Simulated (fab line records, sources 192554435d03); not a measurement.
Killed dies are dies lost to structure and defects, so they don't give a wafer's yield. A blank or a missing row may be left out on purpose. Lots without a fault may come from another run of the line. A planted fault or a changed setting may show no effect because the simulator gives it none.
Which tool did it? | flow n5_finfet | 10 lots, 30 wafers sampled, at 4 steps of a route of 1938

WHAT THE GAUGES READ, wafer by wafer
The record holds no reading of a measuring or inspecting step that can be judged against a usual standard deviation.

WHICH TOOL RAN EACH LOT (tool, then ch and the chambers of the sampled wafers, then the start)
lot  | N5_BEOL_M14_ANNEAL_48            | N5_BEOL_M15_VIA_ETCH_16            | N5_BEOL_M15_STRIP_36               | N5_BEOL_M15_CMP_49
L410 | rtp_anneal-02 ch 0, day 13 12:12 | rie_diel-05 ch 2,3, day 13 13:42   | rie_diel-02 ch 0,2, day 13 17:34   | cmp-02 ch 0,1,2, day 13 20:43
L409 | rtp_anneal-02 ch 0, day 13 13:08 | rie_diel-05 ch 1,2, day 13 14:53   | rie_diel-06 ch 1,2,3, day 13 19:38 | cmp-01 ch 2,3, day 13 21:25
L412 | rtp_anneal-01 ch 0, day 14 04:11 | rie_diel-05 ch 0,3, day 14 06:02   | rie_diel-05 ch 2,3, day 14 10:32   | cmp-02 ch 0,1, day 14 12:06
L414 | rtp_anneal-01 ch 0, day 14 07:14 | rie_diel-05 ch 0,2,3, day 14 08:49 | rie_diel-02 ch 1,2,3, day 14 11:17 | cmp-02 ch 0,1,2, day 14 12:44
L418 | rtp_anneal-02 ch 0, day 15 09:25 | rie_diel-05 ch 0,1,2, day 15 11:00 | rie_diel-06 ch 0,1,2, day 15 15:24 | cmp-02 ch 0,2, day 15 18:16
L419 | rtp_anneal-01 ch 0, day 15 18:57 | rie_diel-05 ch 0,2,3, day 15 20:34 | rie_diel-06 ch 0,1,3, day 15 23:44 | cmp-02 ch 0,3, day 16 01:45
L423 | rtp_anneal-01 ch 0, day 16 01:06 | rie_diel-02 ch 0,2,3, day 16 02:50 | rie_diel-05 ch 2,3, day 16 05:02   | cmp-01 ch 1,2,3, day 16 06:24
L426 | rtp_anneal-01 ch 0, day 17 04:44 | rie_diel-06 ch 2,3, day 17 06:44   | rie_diel-06 ch 0,1,2, day 17 11:52 | cmp-02 ch 0,1,3, day 17 13:58
L427 | rtp_anneal-01 ch 0, day 17 09:11 | rie_diel-05 ch 1,2,3, day 17 10:55 | rie_diel-02 ch 0,1,2, day 17 12:43 | cmp-02 ch 1,2,3, day 17 14:28
L431 | rtp_anneal-02 ch 0, day 19 11:52 | rie_diel-05 ch 0,2,3, day 19 13:56 | rie_diel-05 ch 0,2,3, day 19 17:30 | cmp-01 ch 0,2, day 19 19:08
- N5_BEOL_M14_ANNEAL_48: time 90 s.
- N5_BEOL_M15_VIA_ETCH_16: etches SiO2 in C4F8/O2/Ar, target depth 1792.2 nm.
- N5_BEOL_M15_STRIP_36: strips in O2.
- N5_BEOL_M15_CMP_49: polishes, stops on SiO2, t overpolish 4.9 s, target thk 850 nm.

WHAT THE TOOLS THEMSELVES READ (means of the sampled wafers that have a number; where no wafer has one, the mark that the record gives instead)
N5_BEOL_M14_ANNEAL_48. Usual: wafer_temp_C_max 225.71, standard deviation 0.2.
lot  | tool          | wafer_temp_C_max | flag
L410 | rtp_anneal-02 | 225.47           |
L409 | rtp_anneal-02 | 225.81           |
L412 | rtp_anneal-01 | 225.72           |
L414 | rtp_anneal-01 | 225.51           |
L418 | rtp_anneal-02 | 225.68           |
L419 | rtp_anneal-01 | 225.69           |
L423 | rtp_anneal-01 | 226.14           |
L426 | rtp_anneal-01 | 225.87           |
L427 | rtp_anneal-01 | 225.64           |
L431 | rtp_anneal-02 | 225.88           |

N5_BEOL_M15_VIA_ETCH_16. Usual: drypump_motor_current_A 5.8 A, standard deviation 0.52; oes_product_au 0.70 a.u., standard deviation 0.061; rf_vpp_V 2226 V, standard deviation 18; showerhead_plenum_p_Torr 3.42 Torr, standard deviation 0.1; throttle_valve_pct 30.72 %, standard deviation 0.24.
lot  | tool        | drypump_motor_current_A (A) | oes_product_au (a.u.) | rf_vpp_V (V) | showerhead_plenum_p_Torr (Torr) | throttle_valve_pct (%) | flag
L410 | rie_diel-05 | 5.5                         | 0.74                  | 2229         | 3.42                            | 30.66                  |
L409 | rie_diel-05 | 5.5                         | 0.73                  | 2217         | 3.37                            | 30.71                  |
L412 | rie_diel-05 | 5.5                         | 0.66                  | 2235         | 3.54                            | 30.45                  |
L414 | rie_diel-05 | 5.4                         | 0.70                  | 2233         | 3.48                            | 30.61                  |
L418 | rie_diel-05 | 5.4                         | 0.69                  | 2219         | 3.43                            | 30.63                  |
L419 | rie_diel-05 | 5.4                         | 0.68                  | 2233         | 3.48                            | 30.59                  |
L423 | rie_diel-02 | 5.5                         | 0.69                  | 2244         | 3.40                            | 30.70                  |
L426 | rie_diel-06 | 6.1                         | 0.71                  | 2212         | 3.32                            | 31.02                  |
L427 | rie_diel-05 | 5.7                         | 0.67                  | 2218         | 3.42                            | 30.57                  |
L431 | rie_diel-05 | 5.4                         | 0.67                  | 2231         | 3.46                            | 30.63                  |

N5_BEOL_M15_STRIP_36. Usual: drypump_motor_current_A 5.8 A, standard deviation 0.54; oes_product_au 0.80 a.u., standard deviation 0.07; rf_vpp_V 3.7 V, standard deviation 0.91; showerhead_plenum_p_Torr 2.08 Torr, standard deviation 0.068; throttle_valve_pct 16.57 %, standard deviation 0.21.
lot  | tool        | drypump_motor_current_A (A) | oes_product_au (a.u.) | rf_vpp_V (V) | showerhead_plenum_p_Torr (Torr) | throttle_valve_pct (%) | flag
L410 | rie_diel-02 | 6.0                         | 0.78                  | 3.1          | 2.12                            | 16.65                  |
L409 | rie_diel-06 | 5.9                         | 0.83                  | 3.2          | 2.04                            | 16.71                  |
L412 | rie_diel-05 | 5.5                         | 0.81                  | 3.3          | 2.08                            | 16.51                  |
L414 | rie_diel-02 | 5.7                         | 0.80                  | 2.9          | 2.12                            | 16.59                  |
L418 | rie_diel-06 | 6.0                         | 0.87                  | 3.4          | 2.05                            | 16.48                  |
L419 | rie_diel-06 | 5.7                         | 0.82                  | 3.5          | 2.03                            | 16.62                  |
L423 | rie_diel-05 | 5.5                         | 0.79                  | 3.5          | 2.08                            | 16.53                  |
L426 | rie_diel-06 | 6.0                         | 0.85                  | 4.2          | 2.04                            | 16.53                  |
L427 | rie_diel-02 | 6.1                         | 0.77                  | 3.4          | 2.14                            | 16.67                  |
L431 | rie_diel-05 | 5.4                         | 0.74                  | 4.1          | 2.11                            | 16.60                  |

N5_BEOL_M15_CMP_49. Usual: barrier_field_endpoint_s 11.37 s, standard deviation 0.24; edge_zone_pressure_frac 0.999, standard deviation 0.0053; head_pressure_psi 2.000 psi, standard deviation 0.0048; motor_current_A 7.8 A, standard deviation 0.81; overpolish_run_s 4.900 s, standard deviation 0.0096; retaining_ring_pressure_frac 0.999, standard deviation 0.0054; slurry_filter_dp_kPa 13.54 kPa, standard deviation 0.14.
lot  | tool   | barrier_field_endpoint_s (s) | edge_zone_pressure_frac | head_pressure_psi (psi) | motor_current_A (A) | overpolish_run_s (s) | retaining_ring_pressure_frac | slurry_filter_dp_kPa (kPa) | flag
L410 | cmp-02 | 11.22                        | 0.995                   | 1.999                   | 8.2                 | 4.896                | 0.994                        | 13.53                      |
L409 | cmp-01 | 11.35                        | 0.998                   | 2.004                   | 7.1                 | 4.893                | 0.996                        | 13.53                      |
L412 | cmp-02 | 11.43                        | 0.999                   | 2.000                   | 7.9                 | 4.903                | 0.992                        | 13.52                      |
L414 | cmp-02 | 11.39                        | 0.998                   | 1.999                   | 8.1                 | 4.889                | 1.001                        | 13.42                      |
L418 | cmp-02 | 11.35                        | 0.998                   | 2.000                   | 7.5                 | 4.893                | 1.008                        | 13.48                      |
L419 | cmp-02 | 10.91                        | 1.006                   | 2.000                   | 8.3                 | 4.902                | 0.997                        | 13.50                      |
L423 | cmp-01 | 11.03                        | 0.998                   | 1.996                   | 7.1                 | 4.906                | 0.995                        | 13.59                      |
L426 | cmp-02 | 11.74                        | 0.999                   | 1.900                   | 8.1                 | 4.895                | 1.005                        | 13.58                      | OFF
L427 | cmp-02 | 11.98                        | 0.998                   | 1.893                   | 8.1                 | 4.898                | 1.002                        | 13.61                      | OFF
L431 | cmp-01 | 11.66                        | 0.998                   | 1.998                   | 7.2                 | 4.900                | 0.998                        | 13.58                      |

THE ANSWER, worked out from the rows above alone
Rule: a lot is off if the mean of its wafers that have a number lies more than 3 standard deviations from the usual mean. A lot without any number at a reading at which 4 lots or more have one is off too. The other lots that the step has rows for count as sound. The gauges are gone through in route order, then the tools' own readings, and for those a lot's mean is taken as printed above. The first step at which some lot is off is used, and at that step the reading that is off furthest; a lot without a number counts as furthest.
Off: L426, L427, at N5_BEOL_M15_CMP_49 (head_pressure_psi).
A tool fits if, at that step or a process step before it, it ran every lot that is off, and no sound lot after the first of them. Can't be told from this: 2 tools fit, rtp_anneal-01 at N5_BEOL_M14_ANNEAL_48, cmp-02 at N5_BEOL_M15_CMP_49.

WHAT THE SIMULATOR HAD PUT IN
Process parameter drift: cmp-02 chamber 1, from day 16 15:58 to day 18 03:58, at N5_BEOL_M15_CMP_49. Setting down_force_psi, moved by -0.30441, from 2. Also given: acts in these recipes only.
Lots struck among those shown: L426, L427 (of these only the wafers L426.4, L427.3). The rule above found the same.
